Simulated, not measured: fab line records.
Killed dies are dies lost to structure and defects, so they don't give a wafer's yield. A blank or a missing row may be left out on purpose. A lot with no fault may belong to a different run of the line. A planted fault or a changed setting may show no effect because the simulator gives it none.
Comparing a struck lot with a sound one :: flow n5 finfet :: 42 out of 1938 route steps
Sound: these wafers, L207.2, L207.3, L207.5. The struck wafers were L194.1, L194.3, L194.6. Last of all comes the cause.
Order at every step that has rows: each side's tool, ch and its chambers, its first start. Under that, the readings that differ: sound wafers :: struck wafers :: difference of the means :: sigmas: that difference in standard deviations of wafers without a fault.
alike: readings with means less than 2 such deviations apart, plus words and numbers identical on both sides. not compared: withheld readings, readings lacking a value on some wafer, bounds such as >300 that could conceal the same value, and numbers that have no deviation in the record and whose values overlap.
The two part at a step that has a row with sigmas, a row that says differs or no value, or rows on one side only. When numbers do not overlap yet have no deviation, they are printed without sigmas and do not part them. Lack of a reading on every wafer of one side parts them only where that side has two or more wafers.

first, 12 steps without rows for these wafers: N5_BEOL_M4_ETCH_77 (etches underlayer in N2/H2, target depth 6.5 nm, time 5.2 s); N5_BEOL_M4_ETCH_69 (etches SiARC in CF4, target depth 15.6 nm, time 26 s); N5_BEOL_M4_ALD_98 (deposits SiO2, target thk 2.5 nm, pulse time 1 s, co reactant pulse time 1 s); N5_BEOL_M4_ETCHBACK_99 (etches SiO2 in CHF3, target depth 5 nm, time 10.4 s); N5_BEOL_M4_ETCH_70 (etches SOC in N2/H2, target depth 80 nm, overetch 24 nm, time 130 s); N5_BEOL_M4_STRIP_71 (strips in N2/H2); N5_BEOL_M4_STRIP_78 (strips in N2/H2); N5_BEOL_M4_VIA_ETCH_34 (etches the open film in C4F6/O2, target depth 69.4 nm, time 65.9 s); N5_BEOL_M4_STRIP_83 (strips in C4F6/O2); N5_BEOL_M4_STRIP_36 (strips in N2/H2); N5_BEOL_M4_TRENCH_ETCH_37 (etches SiOC in C4F6/O2, target depth 55.555 nm, time 29.2 s); N5_BEOL_M4_ETCH_41 (etches SiCN in CH3F/O2, target depth 29.9 nm, time 52.5 s).
N5_BEOL_M4_STRIP_97: strips in N2/H2, time 10 s.
  sound on rie diel-02 ch 0,1,3, day 13 08:41; struck on rie diel-02 ch 0,1,2, day 10 06:42
  no value came back on the struck wafers for any of 7 readings (bias power w (W), chamber pressure mTorr (mTorr) and others); on the sound wafers bias power w (W) reads 7.014 6.938 7.006
  not compared: rf hours counter h
then, 27 steps without rows for these wafers: N5_BEOL_M4_HM_STRIP_39 (strips TiN in peroxide tin strip, target depth 25 nm, time 158 s); N5_BEOL_M4_SRD_40 (time 30 s); N5_BEOL_M4_PRECLEAN_42 (cleans in residue remover, time 60 s); N5_BEOL_M4_SRD_43 (time 30 s); N5_BEOL_M4_DEGAS_44 (time 60 s); N5_BEOL_M4_PRE_CLEAN_45 (time 30 s); N5_BEOL_M4_ALD_84 (deposits TaN, pulse time 2 s, purge time 3 s, co reactant purge time 2 s); N5_BEOL_M4_SURFACE_TREAT_85; N5_BEOL_M4_CVD_47 (deposits Co from CCTBA/H2, target thk 3 nm, time 223.8 s); N5_BEOL_M4_SPUTTER_48 (material Cu, target thk 4.5 nm, time 8.29 s); N5_BEOL_M4_ANNEAL_49 (time 240 s); N5_BEOL_M4_SPUTTER_79 (material Cu, target thk 4.5 nm, time 8.29 s); N5_BEOL_M4_ANNEAL_80 (time 240 s); N5_BEOL_M4_SPUTTER_81 (material Cu, target thk 4.5 nm, time 8.29 s); N5_BEOL_M4_ANNEAL_82 (time 240 s); N5_BEOL_M4_SPUTTER_86 (material Cu, target thk 4.5 nm, time 8.29 s); N5_BEOL_M4_ANNEAL_87 (time 240 s); N5_BEOL_M4_SPUTTER_88 (material Cu, target thk 4.5 nm, time 8.29 s); N5_BEOL_M4_ANNEAL_89 (time 240 s); N5_BEOL_M4_SPUTTER_90 (material Cu, target thk 4.5 nm, time 8.29 s); N5_BEOL_M4_ANNEAL_91 (time 240 s); N5_BEOL_M4_SPUTTER_92 (material Cu, target thk 4.5 nm, time 8.29 s); N5_BEOL_M4_ANNEAL_93 (time 240 s); N5_BEOL_M4_SPUTTER_94 (material Cu, target thk 4.5 nm, time 8.29 s); N5_BEOL_M4_ANNEAL_95 (time 240 s); N5_BEOL_M4_SPUTTER_96 (material Cu, target thk 4.5 nm, time 8.29 s); N5_BEOL_M4_ECD_50 (material Cu, target thk 300 nm).
N5_BEOL_M4_RC_MEAS_101:
  sound on prober-01 ch 0, day 13 12:54; struck on prober-01 ch 0, day 10 12:01
  alike: DIBL_N, DIBL_P, IOFF_N, IOFF_P, ION_N, ION_P, SS_N, SS_P, VT_N, VT_P
-- here the record skips 4 days between the struck wafers' starts before and after, leaving off in module BEOL_M4 and picking up in module PASSIVATION (first step shown: number 1936 of the route) --
N5_PASSIVATION_PROBE_49:
  record: rows for the struck wafers here (prober-01, day 14 23:33), none for the sound ones

== WHERE THEY PART ==
At N5_BEOL_M4_STRIP_97 first; at N5_PASSIVATION_PROBE_49 last (within this record only).

WHY: the cause the simulator had injected
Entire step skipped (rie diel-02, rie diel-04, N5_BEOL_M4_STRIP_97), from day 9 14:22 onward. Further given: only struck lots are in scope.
